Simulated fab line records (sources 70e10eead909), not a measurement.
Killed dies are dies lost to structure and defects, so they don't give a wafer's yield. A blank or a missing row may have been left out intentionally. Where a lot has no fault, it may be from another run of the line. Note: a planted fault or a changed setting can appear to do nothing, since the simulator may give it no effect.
fab line records	flow nand-harc
[record] lots = 6	wafers = 18	last-day = 33
route steps=1302 shown P_GATE@162 END@1302
lots that met no fault: taken from a fault-free run of the same line
start-h: hours from the record's opening day to when the first of the lot's shown wafers began	wait-h: hours from the lot's prior step to this one	" as in the row above	L1.1+2: one row covering several wafers at once	- value missing, or start not given	* or withheld: withheld	< > ~ a bound
route shown NAME@n: NAME is a module with steps in the file, n the number in the route of the first one	usual: mean/standard deviation taken from wafers without a fault	same: alike in all rows	chamber/n: place in a boat	sites: readings site by site	_std_site: the standard deviation of these	_edge_site: outer sites' mean less inner sites'	radius-mm: for every site, how far away it sits from the centre of the wafer	mask NAME#n: copy n	behind: the most recent tool/chamber to have shaped the wafer	hold: reason for holding the lot/hours on hold/outcome of the hold	device: whichever transistor did not switch (one of n, p or np)	end of line: tests of these same wafers at the route's end	a step without rows: its recipe alone	killed: the dies lost at the first sort to structure and to defects; this is not the yield of the wafer	map: a wafer's dies, marking killed ones x, the rest . and places with no die _
set.NAME: the setting the step ran with; set.NAME@STEP: the setting that earlier step ran with	model.NAME: the simulator's own value behind a step, which no gauge read
lots at some steps of the route; a table a step, a row a wafer
services: a tool's chamber out of use, with start hour (start-h, from the record's first day; less than 0 if before it), hours out, and reason
[[steps]]
[step NHARC_P_GATE_DEHYDRATE_38]
[recipe] temp-c = 150	time-s = 120
[step NHARC_P_GATE_HMDS_39]
[recipe] time-s = 30
[step NHARC_P_GATE_COAT_40]
[recipe] spin-rpm = 3000
[step NHARC_P_GATE_SOFTBAKE_41]
[recipe] temp-c = 122	time-s = 95
[step NHARC_P_GATE_EBR_42]
[step NHARC_P_GATE_EXPOSE_43]
[recipe] na = 0.6	target-cd-nm = 720	dose-mj = 14.81	mask-id = P_NSD
[step NHARC_P_GATE_PEB_44]
[recipe] peb-temp-c = 118	peb-time-s = 85
[step NHARC_P_GATE_DEVELOP_45]
[recipe] time-s = 70
[step NHARC_P_GATE_CD_MEAS_46]
[recipe] target-cd-nm = 720	landing-energy-ev = 500
[usual] cd-nm = 719.7/1.7
lot.wafer	tool	chamber	start-h	wait-h	cd-nm
L925.1	cd-sem-02	0	127.51	-	717.6
L925.3	"	0	"	"	717.0
L925.5	"	0	"	"	721.4
L930.2	cd-sem-02	0	182.34	-	720.1
L930.3	"	0	"	"	718.9
L930.4	"	0	"	"	719.3
L936.2	cd-sem-03	0	242.29	-	719.9
L936.4	"	0	"	"	716.3
L936.6	"	0	"	"	718.7
L937.1	cd-sem-03	0	256.62	-	719.6
L937.3	"	0	"	"	716.2
L937.5	"	0	"	"	719.3
L939.2	cd-sem-02	0	275.20	-	717.4
L939.3	"	0	"	"	720.8
L939.6	"	0	"	"	718.6
L946.1	cd-sem-02	0	338.56	-	720.4
L946.3	"	0	"	"	721.3
L946.6	"	0	"	"	722.1
[step NHARC_P_GATE_HARDBAKE_47]
[recipe] temp-c = 125	time-s = 80
[step NHARC_P_GATE_DESCUM_48]
[recipe] time-s = 3	o2-flow-sccm = 200	ar-flow-sccm = 0	bias-power-w = 0	chemistry = O2
[usual] drypump-motor-current-A = 5.6/0.4	oes-product-au = 1.002/0.011	rf-vpp-V = 57.9/0.82	showerhead-plenum-p-Torr = 1.95/0.066	throttle-valve-pct = 11.310/0.0098
lot.wafer	tool	chamber	start-h	wait-h	drypump-motor-current-A	oes-product-au	rf-hours-counter-h	rf-vpp-V	showerhead-plenum-p-Torr	throttle-valve-pct
L925.3	rie-diel-10	1	127.70	-	6.0	1.006	2.0	57.9	1.90	11.317
L925.1	"	3	"	"	5.8	0.987	1.1	57.5	1.98	11.293
L925.5	"	0	"	"	5.4	0.988	-	57.3	1.89	11.294
L930.2	rie-diel-02	2	182.51	-	6.1	1.022	5.8	58.6	1.96	11.299
L930.4	"	3	"	"	5.6	1.022	5.1	57.4	1.82	11.297
L930.3	"	0	"	"	5.1	1.006	5.3	56.2	1.89	11.309
L936.2	rie-diel-07	0	242.44	-	5.5	1.000	6.8	58.5	1.89	11.303
L936.4	"	2	"	"	5.9	0.983	6.3	57.7	2.03	11.284
L936.6	"	1	"	"	4.7	1.006	-	57.4	2.02	11.313
L937.3	rie-diel-10	1	256.81	-	6.0	0.995	0.5	58.5	1.90	11.313
L937.1	"	2	"	"	5.5	0.983	0.5	58.6	2.05	11.305
L937.5	"	0	"	"	5.4	0.992	-	57.2	1.89	11.324
L939.2	rie-diel-10	2	275.36	-	5.5	0.996	1.6	58.7	2.05	11.330
L939.3	"	3	"	"	5.8	1.011	1.7	57.5	1.98	11.313
L939.6	"	3	"	"	5.8	1.010	-	58.4	1.98	11.310
L946.3	rie-diel-07	2	338.75	-	5.9	0.997	1.9	58.1	2.03	11.303
L946.1	"	3	"	"	6.3	0.987	1.8	57.6	1.94	11.317
L946.6	"	0	"	"	5.5	1.013	-	58.2	1.89	11.313
[step NHARC_P_GATE_IMPLANT_49]
[recipe] energy-kev = 30	dose-cm2 = 3e+15	tilt-deg = 7
[step NHARC_P_GATE_STRIP_111]
[recipe] power-w = 1500	temp-c = 110	time-s = 250	chemistry = N2/H2
[usual] drypump-motor-current-A = 5.3/0.34	heater-power-w = 86/13	rf-refl-power-W = 15/3.2
lot.wafer	tool	chamber	start-h	wait-h	drypump-motor-current-A	heater-power-w	rf-hours-counter-h	rf-refl-power-W
L925.1	plasma-asher-02	0	128.11	0.2	5.5	83	14	19
L925.3	"	0	"	"	5.5	83	-	19
L925.5	"	0	"	"	5.5	85	-	19
L930.2	plasma-asher-01	1	182.89	0.2	5.7	85	1	11
L930.3	"	1	"	"	5.7	82	-	11
L930.4	"	0	"	"	5.2	107	-	12
L936.2	plasma-asher-01	1	242.86	0.2	-	-	-	-
L936.4	"	0	"	"	-	-	-	-
L936.6	"	0	"	"	-	-	-	-
L937.1	plasma-asher-01	1	257.20	0.2	-	-	-	-
L937.3	"	1	"	"	-	-	-	-
L937.5	"	0	"	"	-	-	-	-
L939.2	plasma-asher-02	0	275.72	0.2	5.5	84	3	19
L939.3	"	1	"	"	4.8	70	-	17
L939.6	"	0	"	"	5.5	84	-	18
L946.1	plasma-asher-02	0	340.27	0.2	5.5	85	15	20
L946.3	"	0	"	"	5.4	84	-	19
L946.6	"	0	"	"	5.5	83	-	20
[step NHARC_P_GATE_STRIP_75]
[recipe] power-w = 1500	temp-c = 250	chemistry = O2
[usual] drypump-motor-current-A = 5.3/0.34	heater-power-w = 320/49	rf-refl-power-W = 15/3.2
lot.wafer	tool	chamber	start-h	wait-h	drypump-motor-current-A	heater-power-w	rf-hours-counter-h	rf-refl-power-W
L925.1	plasma-asher-02	0	128.37	0.2	5.5	315	15	20
L925.3	"	0	"	"	5.5	321	-	19
L925.5	"	0	"	"	5.5	317	-	18
L930.2	plasma-asher-01	1	183.20	0.3	5.7	308	2	12
L930.3	"	1	"	"	5.7	316	-	12
L930.4	"	0	"	"	5.2	404	-	12
L936.2	plasma-asher-01	1	243.12	0.2	5.7	310	13	12
L936.4	"	0	"	"	5.2	393	-	12
L936.6	"	0	"	"	5.2	415	-	12
L937.1	plasma-asher-01	1	257.47	0.2	5.7	310	17	11
L937.3	"	1	"	"	5.7	309	-	11
L937.5	"	0	"	"	5.2	405	-	13
L939.2	plasma-asher-02	0	276.03	0.3	5.4	314	4	19
L939.3	"	1	"	"	4.8	267	-	17
L939.6	"	0	"	"	5.5	321	-	19
L946.1	plasma-asher-02	0	340.53	0.2	5.5	324	16	19
L946.3	"	0	"	"	5.5	317	-	19
L946.6	"	0	"	"	5.5	312	-	20
[step NHARC_END_SORT_01]
[recipe] temp-c = 25
[usual] killed-at-array = 55/20	killed-at-other = 1.2/1.3	killed-at-periphery = 4.0/3	killed-dies = 60/21	killed-open = 3.2/1.9	killed-short = 2.5/1.6
[same] gross-dies = 677
lot.wafer	tool	chamber	start-h	wait-h	killed-at-array	killed-at-other	killed-at-periphery	killed-dies	killed-open	killed-short
L925.1	prober-02	0	577.25	2.5	34	0	0	34	5	2
L925.3	prober-02	0	578.84	3.1	24	0	3	27	1	2
L925.5	prober-02	0	580.44	3.7	21	1	1	23	1	6
L930.2	prober-02	0	631.02	2.8	85	2	3	90	1	4
L930.3	prober-02	0	631.83	3.1	64	0	6	70	1	0
L930.4	prober-02	0	632.65	3.4	67	2	2	71	3	3
L937.1	prober-01	0	701.52	2.5	42	0	3	45	1	6
L937.3	prober-01	0	703.12	3.1	51	0	3	54	0	0
L937.5	prober-01	0	704.73	3.7	53	0	1	54	0	2
L936.2	prober-02	0	702.30	2.8	80	0	6	86	2	2
L936.4	prober-02	0	703.91	3.4	72	2	5	79	2	2
L936.6	prober-02	0	705.51	4.0	77	1	4	82	5	3
L939.2	prober-01	0	724.50	2.8	64	0	7	71	3	2
L939.3	prober-01	0	725.29	3.1	25	0	2	27	1	1
L939.6	prober-01	0	727.68	4.0	42	0	0	42	1	2
L946.1	prober-01	0	788.33	2.5	22	2	3	27	4	6
L946.3	prober-01	0	789.91	3.1	21	2	1	24	3	4
L946.6	prober-01	0	792.28	4.0	17	0	1	18	3	2
// killed by level:class
L925.1 A_CONTACT:chamber-film-flake=15 A_CHANNEL_HOLE_D2:chamber-film-flake=11 A_ONON_D1:geometric-particle:short=1 A_CHANNEL_FILL_D1:geometric-particle:open=1 A_DECK1_JOINT:geometric-particle:open=1 A_CHANNEL_HOLE_D2:geometric-particle:short=1 A_CHANNEL_FILL_D2:geometric-particle:open=1 A_SGD_CUT:geometric-particle:open=1
L925.3 A_CHANNEL_HOLE_D2:chamber-film-flake=9 A_CONTACT:chamber-film-flake=7 A_STAIRCASE:chamber-film-flake=3 P_STI:chamber-film-flake=2 A_CHANNEL_FILL_D1:geometric-particle:open=1 A_CONTACT:geometric-particle:short=1 A_M1:geometric-particle:short=1 P_M2:chamber-film-flake=1
L925.5 A_CONTACT:chamber-film-flake=9 A_CHANNEL_HOLE_D2:chamber-film-flake=4 A_ONON_D2:geometric-particle:short=2 A_STAIRCASE:chamber-film-flake=2 P_CONTACT:geometric-particle:short=1 A_CHANNEL_FILL_D1:geometric-particle:short=1 A_SGD_CUT:geometric-particle:short=1 A_BLC:geometric-particle:open=1
L930.2 A_CHANNEL_HOLE_D2:chamber-film-flake=33 A_SLIT:chamber-film-flake=28 A_CHANNEL_HOLE_D1:chamber-film-flake=8 A_SGD_CUT:chamber-film-flake=7 P_M1:chamber-film-flake=3 A_CONTACT:chamber-film-flake=2 THIN_TSV:chamber-film-flake=2 A_SOURCE_PLATE:geometric-particle:short=1
L930.3 A_SLIT:chamber-film-flake=31 A_CHANNEL_HOLE_D2:chamber-film-flake=26 P_M1:chamber-film-flake=6 A_SGD_CUT:chamber-film-flake=5 A_CHANNEL_FILL_D1:geometric-particle:open=1 A_CHANNEL_HOLE_D1:chamber-film-flake=1
L930.4 A_CHANNEL_HOLE_D2:chamber-film-flake=35 A_SLIT:chamber-film-flake=20 A_SGD_CUT:chamber-film-flake=6 THIN_TSV:chamber-film-flake=2 P_CONTACT:geometric-particle:short=1 A_DECK1_JOINT:geometric-particle:short=1 A_ONON_D2:geometric-particle:open=1 A_BLC:geometric-particle:open=1
L937.1 A_CHANNEL_HOLE_D2:chamber-film-flake=14 A_CHANNEL_HOLE_D1:chamber-film-flake=11 A_CONTACT:chamber-film-flake=4 A_CHANNEL_FILL_D2:chamber-film-flake=3 A_CHANNEL_HOLE_D2:geometric-particle:short=2 A_SLIT:chamber-film-flake=2 A_M0:chamber-film-flake=2 P_STI:geometric-particle:short=1
L936.2 A_SLIT:chamber-film-flake=34 A_CHANNEL_HOLE_D1:chamber-film-flake=33 A_STAIRCASE:chamber-film-flake=5 P_GATE:chamber-film-flake=4 P_M1:chamber-film-flake=2 A_DECK1_JOINT:geometric-particle:short=1 A_WL_FILL:geometric-particle:short=1 A_WL_FILL:geometric-particle:open=1
L937.3 A_CHANNEL_HOLE_D2:chamber-film-flake=22 A_CHANNEL_HOLE_D1:chamber-film-flake=10 A_STAIRCASE:chamber-film-flake=6 A_CONTACT:chamber-film-flake=5 A_SLIT:chamber-film-flake=4 P_STI:chamber-film-flake=2 A_CHANNEL_FILL_D2:chamber-film-flake=2 P_GATE:chamber-film-flake=1
L936.4 A_SLIT:chamber-film-flake=34 A_CHANNEL_HOLE_D1:chamber-film-flake=30 A_CHANNEL_FILL_D2:chamber-film-flake=3 P_GATE:chamber-film-flake=2 THIN_TSV:chamber-film-flake=2 P_GATE:geometric-particle:open=1 A_CHANNEL_FILL_D1:geometric-particle:short=1 A_WL_FILL:geometric-particle:open=1
L937.5 A_CHANNEL_HOLE_D2:chamber-film-flake=18 A_CHANNEL_HOLE_D1:chamber-film-flake=13 A_SLIT:chamber-film-flake=7 A_STAIRCASE:chamber-film-flake=4 A_CONTACT:chamber-film-flake=3 A_DECK1_JOINT:chamber-film-flake=2 A_CHANNEL_FILL_D2:chamber-film-flake=2 A_M0:chamber-film-flake=2
L936.6 A_SLIT:chamber-film-flake=33 A_CHANNEL_HOLE_D1:chamber-film-flake=33 A_CONTACT:chamber-film-flake=4 P_GATE:geometric-particle:open=1 P_M0:geometric-particle:short=1 P_M0:geometric-particle:open=1 A_SOURCE_PLATE:geometric-particle:short=1 A_ONON_D2:geometric-particle:short=1
L939.2 A_CHANNEL_HOLE_D2:chamber-film-flake=26 A_CHANNEL_HOLE_D1:chamber-film-flake=10 A_SLIT:chamber-film-flake=7 A_ZERO_WELL:chamber-film-flake=5 A_WL_FILL:chamber-film-flake=4 P_STI:chamber-film-flake=3 A_CONTACT:chamber-film-flake=3 P_GATE:chamber-film-flake=2
L939.3 A_CHANNEL_HOLE_D2:chamber-film-flake=12 A_CHANNEL_HOLE_D1:chamber-film-flake=5 A_STAIRCASE:chamber-film-flake=3 P_STI:chamber-film-flake=2 A_CONTACT:chamber-film-flake=2 A_ONON_D1:geometric-particle:open=1 A_WL_FILL:geometric-particle:short=1 A_WL_FILL:chamber-film-flake=1
L939.6 A_CHANNEL_HOLE_D2:chamber-film-flake=16 A_CHANNEL_HOLE_D1:chamber-film-flake=8 A_SLIT:chamber-film-flake=7 A_CONTACT:chamber-film-flake=5 A_CHANNEL_FILL_D1:geometric-particle:short=1 A_DECK1_JOINT:geometric-particle:open=1 A_BLC:geometric-particle:short=1 A_CHANNEL_FILL_D1:chamber-film-flake=1
L946.1 A_SLIT:chamber-film-flake=8 A_M1:chamber-film-flake=5 A_ONON_D1:geometric-particle:short=2 P_M0:geometric-particle:short=1 P_M0:geometric-particle:open=1 A_SOURCE_PLATE:geometric-particle:open=1 A_CHANNEL_FILL_D1:geometric-particle:open=1 A_DECK1_JOINT:geometric-particle:short=1
L946.3 A_SLIT:chamber-film-flake=8 A_M1:chamber-film-flake=5 A_CHANNEL_FILL_D2:geometric-particle:short=2 A_WL_FILL:geometric-particle:short=2 THIN_TSV:chamber-film-flake=2 P_M0:geometric-particle:open=1 A_WL_FILL:geometric-particle:open=1 A_M0:geometric-particle:open=1
L946.6 A_M1:chamber-film-flake=6 A_SLIT:chamber-film-flake=4 P_CONTACT:geometric-particle:open=1 A_ONON_D2:geometric-particle:short=1 A_ONON_D2:geometric-particle:open=1 A_CHANNEL_FILL_D2:geometric-particle:short=1 A_CHANNEL_FILL_D2:geometric-particle:open=1 A_CHANNEL_HOLE_D2:chamber-film-flake=1
[[services]]
tool	chamber	start-h	hours	kind
rie-diel-10	3	105.27	19.9	repair
rie-diel-07	3	106.23	5.0	repair
rie-diel-07	-	117.20	9.0	pm
plasma-asher-01	-	153.82	1.4	repair
plasma-asher-01	-	165.11	9.0	pm
plasma-asher-01	0	165.11	9.0	vent-cycle
plasma-asher-01	1	165.11	9.0	vent-cycle
rie-diel-07	3	165.80	4.2	repair
plasma-asher-02	-	170.24	1.8	repair
plasma-asher-01	0	174.11	-	clean
plasma-asher-01	1	174.11	-	clean
rie-diel-02	-	217.02	9.0	pm
rie-diel-10	1	227.91	13.4	repair
rie-diel-10	-	242.50	9.0	pm
plasma-asher-02	-	249.12	9.0	pm
plasma-asher-02	0	249.12	9.0	vent-cycle
plasma-asher-02	1	249.12	9.0	vent-cycle
plasma-asher-02	0	258.12	-	clean
plasma-asher-02	1	258.12	-	clean
rie-diel-02	2	263.44	4.9	repair
rie-diel-07	2	266.82	4.5	repair
rie-diel-07	1	280.35	4.8	repair
rie-diel-07	-	294.20	9.0	pm
rie-diel-02	-	317.89	2.4	repair
[[key]]
[first-sign] step = NHARC_P_GATE_STRIP_111	reading = tool-record	direction = missing
effect none on later readings
met-at NHARC_P_GATE_STRIP_111
struck-wafers L936.2,L936.4,L936.6,L937.1,L937.3,L937.5
tester-left-out L936,L937
onset-between 182.89 242.86
[fault] kind = skipped-step-whole	tool = plasma-asher-01	chamber = -	onset-h = 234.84	steps = NHARC_P_GATE_STRIP_111	scope = struck-lots-only
// tester-left-out: of these lots the tester's yield and bins aren't shown, on N5 and GAA mostly nor the transistor test; their killed dies are dies lost to structure and defects alone, not to doping, threshold or leakage, so they don't give the yield
